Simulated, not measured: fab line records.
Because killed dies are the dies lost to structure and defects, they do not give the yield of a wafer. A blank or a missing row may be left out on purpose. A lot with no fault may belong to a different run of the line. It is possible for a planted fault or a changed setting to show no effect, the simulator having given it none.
Which tool did it? ; flow n5 finfet ; 11 lots with 33 wafers sampled at 2 steps, on a route of 1938 steps

WHAT THE GAUGES SHOWED, per wafer
N5_BEOL_M7_THK_MEAS_01.
lot;measured;on;M7_ILD_THK (nm)
L760;day 8 21:37;film metro-02;154.7 158.1 157.8
L763;day 9 11:35;film metro-01;153.7 154.8 156.8
L762;day 9 11:48;film metro-01;153.9 158.3 156.8
L764;day 9 16:32;film metro-02;153.7 155.1 157.2
L766;day 10 15:04;film metro-02;153.8 152.6 156.7
L767;day 10 15:49;film metro-01;154.7 156.0 156.7
L770;day 11 12:10;film metro-02;155.4 156.9 156.2
L772;day 12 03:07;film metro-01;154.8 156.0 156.9
L778;day 13 16:40;film metro-01;150.9 154.9 156.3
L781;day 14 15:25;film metro-01;156.7 154.2 158.1
L782;day 14 22:28;film metro-01;154.9 152.9 157.6

N5_BEOL_M7_CD_MEAS_11 targets a cd of 38.5 nm.
lot;measured;on;cd nm (nm)
L760;day 8 22:37;cd sem-03;38.3 38.3 37.5
L763;day 9 13:14;cd sem-02;38.6 37.6 38.9
L762;day 9 13:24;cd sem-02;38.4 39.5 38.9
L764;day 9 17:47;cd sem-01;38.8 39.4 39.4
L766;day 10 16:25;cd sem-03;38.7 38.3 38.9
L767;day 10 16:43;cd sem-01;38.6 38.5 38.9
L770;day 11 14:08;cd sem-03;38.0 38.4 38.5
L772;day 12 04:06;cd sem-01;39.1 38.6 38.8
L778;day 13 17:53;cd sem-01;38.6 38.9 38.9
L781;day 14 17:14;cd sem-03;38.5 38.6 38.1
L782;day 14 23:11;cd sem-03;38.1 38.6 38.9

TOOL THAT RAN EACH LOT (tool first, then ch and the chambers of the sampled wafers, then the start)
The record shows no process step preceding these readings.

WHAT THE TOOLS THEMSELVES READ (means of the sampled wafers that have a number; where no wafer has one, the mark that the record gives instead)
The record holds no such reading with a usual standard deviation.

THE ANSWER, worked out from the rows above alone
Rule: the usual values come from the lots themselves. Put in order of their means at a reading, lots are off if they are a third of the lots or fewer, leave a main group of 4 or more, and stand apart from it by a gap of 3 or more times the standard deviation of the main group's means; of several such gaps the widest counts. The tables above print the reading to a certain number of digits; a main group whose means all agree to those digits is not used. A lot without any number at a reading at which 4 lots or more have one is off too. The other lots that the step has rows for count as sound. The gauges are gone through in route order, then the tools' own readings, and for those a lot's mean is taken as printed above. At the first step where some lot is off, the reading lying furthest off is the one used; lots without a number count as furthest.
No lot is off on any of the readings shown, so nothing can be concluded from this.

WHAT WAS PUT IN BY THE SIMULATOR
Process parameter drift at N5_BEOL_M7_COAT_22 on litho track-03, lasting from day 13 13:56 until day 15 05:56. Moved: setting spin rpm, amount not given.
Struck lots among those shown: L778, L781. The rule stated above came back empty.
